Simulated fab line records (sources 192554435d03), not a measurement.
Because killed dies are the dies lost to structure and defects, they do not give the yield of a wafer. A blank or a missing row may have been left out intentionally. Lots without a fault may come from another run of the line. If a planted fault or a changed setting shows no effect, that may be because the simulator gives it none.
Which of the tools did it?	flow n5Finfet	24 lots with 72 wafers sampled at 5 steps, on a route of 1938 steps

== WHAT THE GAUGES READ, wafer by wafer ==
N5_BEOL_M2_RS_MEAS_58: measures by four-point-probe. Usual: M2_RS 0.663 ohm/sq, standard deviation 0.029.
lot	measured	on	M2_RS (ohm/sq)	flag
L074	day 6 22:10	filmMetro-01	0.619 0.630 0.606	
L075	day 6 22:42	filmMetro-01	0.638 0.635 0.678	
L076	day 7 10:47	filmMetro-02	0.645 0.604 0.622	
L077	day 7 18:38	filmMetro-02	0.620 0.664 0.703	
L078	day 7 20:35	filmMetro-02	0.655 0.751 0.640	
L079	day 7 23:25	filmMetro-02	0.708 0.650 0.693	
L080	day 8 10:34	filmMetro-02	0.628 0.680 0.671	
L081	day 8 21:54	filmMetro-02	0.671 0.651 0.646	
L082	day 8 23:04	filmMetro-01	0.686 0.665 0.632	
L083	day 9 02:07	filmMetro-02	0.730 0.626 0.651	
L084	day 9 03:32	filmMetro-02	0.657 0.681 0.676	
L085	day 9 17:07	filmMetro-01	0.636 0.674 0.659	
L086	day 10 03:44	filmMetro-01	0.667 0.678 0.645	
L087	day 10 07:18	filmMetro-02	0.643 0.659 0.634	
L088	day 10 11:08	filmMetro-01	0.651 0.654 0.667	
L089	day 11 07:28	filmMetro-02	0.630 0.652 0.628	
L090	day 11 10:13	filmMetro-02	0.648 0.671 0.688	
L091	day 11 11:51	filmMetro-02	0.686 0.650 0.641	
L093	day 11 16:16	filmMetro-01	0.715 0.685 0.723	
L092	day 11 18:13	filmMetro-02	0.689 0.634 0.630	
L095	day 12 06:03	filmMetro-01	0.693 0.653 0.633	
L094	day 12 08:39	filmMetro-01	0.696 0.724 0.701	
L097	day 12 18:52	filmMetro-02	0.640 0.676 0.701	
L096	day 13 11:06	filmMetro-01	0.655 0.710 0.686	

N5_BEOL_M3_OVL_MEAS_29. Usual: V2_OVL 0.2 nm, standard deviation 0.81.
lot	measured	on	V2_OVL (nm)	flag
L074	day 7 00:23	overlay-02	0.9 1.9 -0.2	
L075	day 7 00:47	overlay-02	0.8 0.1 0.7	
L076	day 7 12:44	overlay-02	0.2 0.7 0.6	
L077	day 7 21:24	overlay-02	0.7 0.3 0.6	
L078	day 7 22:10	overlay-02	-0.2 -0.5 0.0	
L079	day 8 02:13	overlay-01	1.4 1.5 1.6	
L080	day 8 13:29	overlay-02	0.2 1.3 0.3	
L081	day 9 00:47	overlay-02	-1.0 -0.8 -1.0	
L082	day 9 01:10	overlay-02	-0.6 0.6 0.4	
L083	day 9 04:25	overlay-02	0.9 0.2 0.0	
L084	day 9 06:23	overlay-01	-0.5 -0.5 -0.6	
L085	day 9 18:56	overlay-01	0.9 -1.0 0.7	
L086	day 10 07:53	overlay-01	-0.3 0.4 0.1	
L087	day 10 12:55	overlay-01	-0.6 0.3 0.4	
L088	day 10 12:58	overlay-02	0.9 1.8 1.0	
L089	day 11 10:48	overlay-01	-0.5 -0.3 -0.6	
L090	day 11 12:05	overlay-02	-0.6 -0.4 -0.7	
L091	day 11 13:22	overlay-01	-0.8 -0.6 -0.6	
L093	day 11 20:53	overlay-01	-0.5 -0.5 0.8	
L092	day 11 21:04	overlay-01	-0.9 -0.1 0.4	
L095	day 12 08:13	overlay-02	0.2 0.1 1.0	
L094	day 12 12:57	overlay-02	-0.1 0.3 -0.2	
L097	day 13 03:26	overlay-01	-0.7 0.3 -0.6	
L096	day 13 13:10	overlay-02	1.3 -0.3 -0.2	

== WHICH TOOL RAN EACH LOT (tool, then ch and the chambers of the sampled wafers, then the start) ==
lot	N5_BEOL_M2_SPUTTER_90	N5_BEOL_M2_ANNEAL_93	N5_BEOL_M3_HM_DEP_02
L074	pvdSputter-03, day 6 20:25	pvdSputter-03, day 6 20:43	pvdSputter-01, day 6 22:48
L075	pvdSputter-01, day 6 20:55	pvdSputter-01, day 6 21:13	pvdSputter-01, day 6 23:22
L076	pvdSputter-01, day 7 09:04	pvdSputter-01, day 7 09:22	pvdSputter-02, day 7 11:01
L077	pvdSputter-02, day 7 16:44	pvdSputter-02, day 7 17:02	pvdSputter-03, day 7 19:31
L078	pvdSputter-01, day 7 18:53	pvdSputter-01, day 7 19:11	pvdSputter-03, day 7 20:52
L079	pvdSputter-01, day 7 21:41	pvdSputter-01, day 7 21:59	pvdSputter-01, day 8 00:47
L080	pvdSputter-02, day 8 08:48	pvdSputter-02, day 8 09:06	pvdSputter-02, day 8 11:48
L081	pvdSputter-01, day 8 20:06	pvdSputter-01, day 8 20:24	pvdSputter-02, day 8 23:14
L082	pvdSputter-02, day 8 21:22	pvdSputter-02, day 8 21:40	pvdSputter-01, day 8 23:44
L083	pvdSputter-03, day 9 00:24	pvdSputter-03, day 9 00:42	pvdSputter-02, day 9 03:08
L084	pvdSputter-02, day 9 01:50	pvdSputter-02, day 9 02:08	pvdSputter-01, day 9 05:05
L085	pvdSputter-03, day 9 15:16	pvdSputter-03, day 9 15:34	pvdSputter-03, day 9 17:21
L086	pvdSputter-02, day 10 01:19	pvdSputter-02, day 10 01:37	pvdSputter-03, day 10 06:35
L087	pvdSputter-03, day 10 05:35	pvdSputter-03, day 10 05:53	pvdSputter-01, day 10 07:42
L088	pvdSputter-02, day 10 09:26	pvdSputter-02, day 10 09:44	pvdSputter-01, day 10 11:23
L089	pvdSputter-02, day 11 05:14	pvdSputter-02, day 11 05:32	pvdSputter-01, day 11 09:26
L090	pvdSputter-01, day 11 08:23	pvdSputter-01, day 11 08:43	pvdSputter-03, day 11 10:47
L091	pvdSputter-03, day 11 09:41	pvdSputter-03, day 11 09:59	pvdSputter-03, day 11 12:04
L093	pvdSputter-03, day 11 13:55	pvdSputter-03, day 11 14:13	pvdSputter-02, day 11 19:12
L092	pvdSputter-01, day 11 16:09	pvdSputter-01, day 11 16:29	pvdSputter-02, day 11 19:24
L095	pvdSputter-03, day 12 04:03	pvdSputter-03, day 12 04:21	pvdSputter-02, day 12 06:56
L094	pvdSputter-03, day 12 06:41	pvdSputter-03, day 12 06:59	pvdSputter-03, day 12 10:59
L097	pvdSputter-01, day 12 16:51	pvdSputter-01, day 12 17:09	pvdSputter-03, day 13 02:04
L096	pvdSputter-02, day 12 19:40	pvdSputter-02, day 12 19:58	pvdSputter-01, day 13 11:44
- N5_BEOL_M2_SPUTTER_90: material Cu, target thk 4.5 nm, time 8.29 s.
- N5_BEOL_M2_ANNEAL_93: time 240 s.
- N5_BEOL_M3_HM_DEP_02: deposits TiN, target thk 20 nm.

== AS READ BY THE TOOLS THEMSELVES (means over the sampled wafers that have a number; for cases with no such wafer, the mark the record gives instead) ==
N5_BEOL_M2_SPUTTER_90. Usual: chamberPressurePa 0.07001 Pa, standard deviation 0.00015; throttleValvePct 30.1 %, standard deviation 0.75.
lot	tool	chamberPressurePa (Pa)	throttleValvePct (%)	flag
L074	pvdSputter-03	0.06993	30.2	
L075	pvdSputter-01	0.07002	30.8	
L076	pvdSputter-01	0.07000	31.0	
L077	pvdSputter-02	0.06999	30.1	
L078	pvdSputter-01	0.06989	30.8	
L079	pvdSputter-01	0.06978	30.3	
L080	pvdSputter-02	0.07007	30.0	
L081	pvdSputter-01	0.06989	30.9	
L082	pvdSputter-02	0.07002	30.4	
L083	pvdSputter-03	0.07009	29.7	
L084	pvdSputter-02	0.07008	30.3	
L085	pvdSputter-03	0.06999	29.2	
L086	pvdSputter-02	0.07018	30.6	
L087	pvdSputter-03	0.06992	29.9	
L088	pvdSputter-02	0.07006	30.2	
L089	pvdSputter-02	0.06995	29.9	
L090	pvdSputter-01	0.07001	30.2	
L091	pvdSputter-03	0.07002	30.0	
L093	pvdSputter-03	0.06989	29.3	
L092	pvdSputter-01	0.07011	30.8	
L095	pvdSputter-03	0.07010	29.6	
L094	pvdSputter-03	0.07014	29.5	
L097	pvdSputter-01	0.07004	29.8	
L096	pvdSputter-02	0.06991	30.1	

N5_BEOL_M2_ANNEAL_93. Usual: heaterPowerW at 824 W, with a standard deviation of 85.
lot	tool	heaterPowerW (W)	flag
L074	pvdSputter-03	792	
L075	pvdSputter-01	765	
L076	pvdSputter-01	681	
L077	pvdSputter-02	854	
L078	pvdSputter-01	762	
L079	pvdSputter-01	753	
L080	pvdSputter-02	814	
L081	pvdSputter-01	749	
L082	pvdSputter-02	849	
L083	pvdSputter-03	853	
L084	pvdSputter-02	797	
L085	pvdSputter-03	854	
L086	pvdSputter-02	853	
L087	pvdSputter-03	874	
L088	pvdSputter-02	869	
L089	pvdSputter-02	792	
L090	pvdSputter-01	814	
L091	pvdSputter-03	816	
L093	pvdSputter-03	858	
L092	pvdSputter-01	746	
L095	pvdSputter-03	854	
L094	pvdSputter-03	852	
L097	pvdSputter-01	818	
L096	pvdSputter-02	856	

N5_BEOL_M3_HM_DEP_02. Usual: chamberPressurePa 0.4998 Pa, standard deviation 0.0011; throttleValvePct 30.1 %, standard deviation 0.76.
lot	tool	chamberPressurePa (Pa)	throttleValvePct (%)	flag
L074	pvdSputter-01	0.5007	30.3	
L075	pvdSputter-01	0.5001	29.8	
L076	pvdSputter-02	0.4984	30.2	
L077	pvdSputter-03	0.5001	29.8	
L078	pvdSputter-03	0.5005	29.4	
L079	pvdSputter-01	0.5011	30.1	
L080	pvdSputter-02	0.4994	30.4	
L081	pvdSputter-02	0.5010	30.2	
L082	pvdSputter-01	0.4992	30.4	
L083	pvdSputter-02	0.4996	30.3	
L084	pvdSputter-01	0.4985	30.7	
L085	pvdSputter-03	0.4991	29.9	
L086	pvdSputter-03	0.5007	29.2	
L087	pvdSputter-01	0.4999	31.0	
L088	pvdSputter-01	0.5005	30.4	
L089	pvdSputter-01	0.4994	30.3	
L090	pvdSputter-03	0.5004	29.0	
L091	pvdSputter-03	0.4994	29.1	
L093	pvdSputter-02	0.5000	30.3	
L092	pvdSputter-02	0.4996	30.0	
L095	pvdSputter-02	0.4994	30.6	
L094	pvdSputter-03	0.4995	29.3	
L097	pvdSputter-03	0.4990	29.5	
L096	pvdSputter-01	0.4992	30.2	

== THE ANSWER, worked out from the rows above alone ==
Rule: a lot counts as off when the mean over its wafers that have a number is more than 3 standard deviations away from the usual mean. A lot without any number at a reading at which 4 lots or more have one is off too. Where the step has rows for the other lots, those lots are counted as sound. The gauges are gone through in route order, then the tools' own readings, and for those a lot's mean is taken as printed above. The first step at which some lot is off is used, and at that step the reading that is off furthest; a lot without a number counts as furthest.
No lot is off on any of the readings shown, so nothing can be concluded from this.

== WHAT THE SIMULATOR HAD INSERTED ==
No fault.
